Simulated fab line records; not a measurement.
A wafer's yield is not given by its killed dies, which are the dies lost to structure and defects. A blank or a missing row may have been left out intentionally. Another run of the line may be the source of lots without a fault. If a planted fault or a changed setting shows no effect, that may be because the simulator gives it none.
Split-lot trial | flow n5 finfet | on a route of 1938 steps: 7 lots, 21 wafers read

## THE SPLIT ITSELF
At N5_SD_EPI_N_EPI_21 (deposits Si:P, time 690 s), the setting temp c was moved away from the recipe's 680 C on 7 of the 21 wafers read, by -0.6% to +0.5%. This setting was run at the recipe's value on the other wafers.

## FROM THE SPLIT TO THE READING: what the file shows between them, 12 steps
- N5_SD_EPI_N_EPI_MEAS_23
- N5_SD_EPI_P_COAT_34: time 60 s, resist thk 350 nm (also split here: spin rpm)
- N5_SD_EPI_P_COAT_35: time 60 s, resist thk 35 nm
- N5_SD_EPI_P_COAT_03: resist thk 150 nm
- N5_SD_EPI_P_EPI_21: deposits SiGe:B, time 355 s
- N5_SD_EPI_P_HM_STRIP_48: strips SiNx in H3PO4, material SiNx, target depth 3 nm
- N5_SD_EPI_P_SRD_49: time 30 s
- N5_SD_EPI_P_PRECLEAN_24: cleans in O3/DIW, time 45 s
- N5_SD_EPI_P_PRECLEAN_32: cleans in dHF, time 10 s
- N5_SD_EPI_P_PRECLEAN_33: cleans in SC2, time 45 s
- N5_SD_ACTIVATION_RTA_00: time 0 s
- N5_SD_ACTIVATION_LSA_01: time 0.0008 s

## THE READING
Measured at N5_SD_ACTIVATION_RS_MEAS_03 by four-point probe: RS_SD_N, in ohm/sq. A value of 21.79 ohm/sq with a standard deviation of 0.27 ohm/sq is what fault-free wafers of this fab line usually give.

wafer  | tool, chamber at the split | temp c as run, C | against the recipe | RS_SD_N, ohm/sq | against lot-mates on the recipe
L075.3 | epi rpcvd-04, 0            | 680              | recipe             | 22.10           | -
L075.4 | epi rpcvd-04, 0            | 680              | recipe             | 22.07           | -
L075.6 | epi rpcvd-04, 0            | 680              | recipe             | 22.14           | -
L076.2 | epi rpcvd-03, 0            | 680              | recipe             | 21.54           | -
L076.3 | epi rpcvd-03, 0            | 675.7            | -0.6%              | 23.38           | +1.68
L076.5 | epi rpcvd-03, 0            | 680              | recipe             | 21.86           | -
L078.3 | epi rpcvd-04, 0            | 683.4            | +0.5%              | 21.23           | -1.16
L078.4 | epi rpcvd-04, 0            | 683.4            | +0.5%              | 20.89           | -1.50
L078.6 | epi rpcvd-04, 0            | 680              | recipe             | 22.39           | -
L081.1 | epi rpcvd-03, 0            | 680              | recipe             | 21.43           | -
L081.2 | epi rpcvd-03, 0            | 680              | recipe             | 21.77           | -
L081.5 | epi rpcvd-03, 0            | 680              | recipe             | 22.09           | -
L086.1 | epi rpcvd-01, 0            | 680              | recipe             | 21.59           | -
L086.2 | epi rpcvd-01, 0            | 680              | recipe             | 21.66           | -
L086.4 | epi rpcvd-01, 0            | 680              | recipe             | 21.75           | -
L087.1 | epi rpcvd-03, 0            | 682.2            | +0.3%              | 21.02           | -0.62
L087.3 | epi rpcvd-03, 0            | 680              | recipe             | 21.64           | -
L087.4 | epi rpcvd-03, 0            | 682.2            | +0.3%              | 21.26           | -0.38
L096.3 | epi rpcvd-04, 0            | 680              | recipe             | 21.69           | -
L096.4 | epi rpcvd-04, 0            | 676.1            | -0.6%              | 22.82           | +1.13
L096.5 | epi rpcvd-04, 0            | 676.1            | -0.6%              | 22.86           | +1.17

THE FIT
A straight line over all 21 wafers: RS_SD_N changes by -1.9 ohm/sq for each +1% of temp c; r = -0.91; the points scatter about the line by 0.26 ohm/sq.
The same after taking each lot's own level away (the mean of its wafers on the recipe; 21 wafers): -2.28 ohm/sq for each +1%; r = -0.97; scatter 0.19 ohm/sq.
According to that fit, moving temp c by its largest amount changes the reading by 1.4 ohm/sq.
From 21.640 to 22.390 ohm/sq: that is the span of the lots' own levels, equal to 2.8 times the standard deviation above.
Hence the slope depends on the lot-to-lot level, as the two fits are not the same.
Check: for one of the wafers moved furthest among these (-0.6%), held out of the fit, the line's prediction against its lot-mates is +1.36 ohm/sq. It came out at +1.68 ohm/sq against them.

## FURTHER SPLITS ON THESE WAFERS
Note: prior to the reading, these wafers also went through further splits. Each is held against what the fit with the lots' levels taken away leaves over:
other split on the same wafers          | wafers away from the commonest value | r with RS_SD_N (lot level and that fit taken away)
N5_ZERO_LAYER_PECVD_02 time s           | 7                                    | -0.07
N5_ZERO_LAYER_DEVELOP_10 develop time s | 6                                    | +0.15
N5_FIN_SAQP_DESCUM_21 time s            | 6                                    | -0.01
N5_FIN_SAQP_ETCH_64 bias w              | 8                                    | -0.06
N5_DUMMY_GATE_COAT_28 spin rpm          | 5                                    | +0.15
N5_DUMMY_GATE_EXPOSE_12 dose mj         | 4                                    | -0.19
N5_SD_EPI_P_COAT_34 spin rpm            | 7                                    | -0.01

## THE WHOLE CHAIN: every reading that the file lists as answering this split, in the file's order
step                        | what it does                                           | reading                                                                         | change (the file's fit)              | r (the file's)
N5_SD_EPI_N_EPI_21          | deposits Si:P, time 690 s                              | Si-P_of_SD_EPI_N_EPI_21.thk nm (the simulator's own value, which no gauge read) | +6.97 nm for each +1% of the setting | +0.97
N5_SD_EPI_N_EPI_MEAS_23     |                                                        | thk nm                                                                          | withheld for each +1% of the setting | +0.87
N5_SD_EPI_P_HM_STRIP_48     | strips SiNx in H3PO4, material SiNx, target depth 3 nm | Si-P_of_SD_EPI_N_EPI_21.thk nm (the simulator's own value, which no gauge read) | +6.87 nm for each +1% of the setting | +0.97
N5_SD_EPI_P_PRECLEAN_24     | cleans in O3/DIW, time 45 s                            | Si-P_of_SD_EPI_N_EPI_21.thk nm (the simulator's own value, which no gauge read) | +6.84 nm for each +1% of the setting | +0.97
N5_SD_ACTIVATION_RS_MEAS_03 | measures by four-point-probe                           | RS_SD_N                                                                         | -2.36 for each +1% of the setting    | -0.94

## THE FILE'S OWN FIT
RS_SD_N changes by -2.36 ohm/sq for each +1% of temp c, r = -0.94.
